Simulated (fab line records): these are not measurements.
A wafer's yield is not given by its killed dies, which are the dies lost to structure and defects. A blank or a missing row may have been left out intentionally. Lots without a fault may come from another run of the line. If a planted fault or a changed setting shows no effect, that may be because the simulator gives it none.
Matching of chambers | flow nand harc | rie diel-06 running NHARC_A_CHANNEL_FILL_D2_ETCHBACK_20: 4 sister chambers
The step etches the open film in C4F8/O2/Ar, target depth 27 nm, time 13.5 s. 7 wafers are shown with their chamber, then 7 later ones without.

WAFERS, EACH WITH ITS CHAMBER
wafer  | chamber | rf vpp V (V) | rf fwd power W (W)
L079.5 | 1       | 974          | 586.8
L079.6 | 0       | 967          | 584.8
L084.1 | 3       | 974          | 581.2
L084.3 | 2       | 978          | 587.6
L084.5 | 3       | 974          | 582.6
L086.1 | 1       | 972          | 587.9
L086.3 | 0       | 967          | 591.7

WAFERS WITHOUT THEIR CHAMBER
wafer  | rf vpp V (V) | rf fwd power W (W)
L086.4 | 974          | 584.6
L089.3 | 977          | 584.2
L089.5 | 972          | 587.2
L089.6 | 979          | 586.1
L097.1 | 987          | 588.8
L097.3 | 974          | 583.3
L097.4 | 972          | 587.1

THE CHAMBER EACH PASSED THROUGH
wafer  | from the rows above     | in truth
L086.4 | can't be placed: 3 or 1 | 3
L089.3 | 2                       | 2
L089.5 | can't be placed: 1 or 3 | 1
L089.6 | 2                       | 2
L097.1 | 2                       | 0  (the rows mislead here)
L097.3 | can't be placed: 3 or 1 | 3
L097.4 | can't be placed: 1 or 3 | 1
Correct placement for 2 of the 7. Unplaceable from these rows: 4, with the true chamber sitting among the candidates in 4. Wrongly placed: 1.
How it was worked out, from the rows above alone: a wafer's distance from a chamber is the root of the sum, over the readings, of the square of ((its reading less the chamber's mean) divided by the reading's scatter). The wafer belongs to the nearest chamber; if the next one is less than 2 further off, it can't be placed. Each chamber's mean is taken over the wafers shown for it. How the scatter is found: for the shown wafers, subtract from each reading the mean of its chamber, square and add these, divide the total by (wafers less chambers), then take the root.
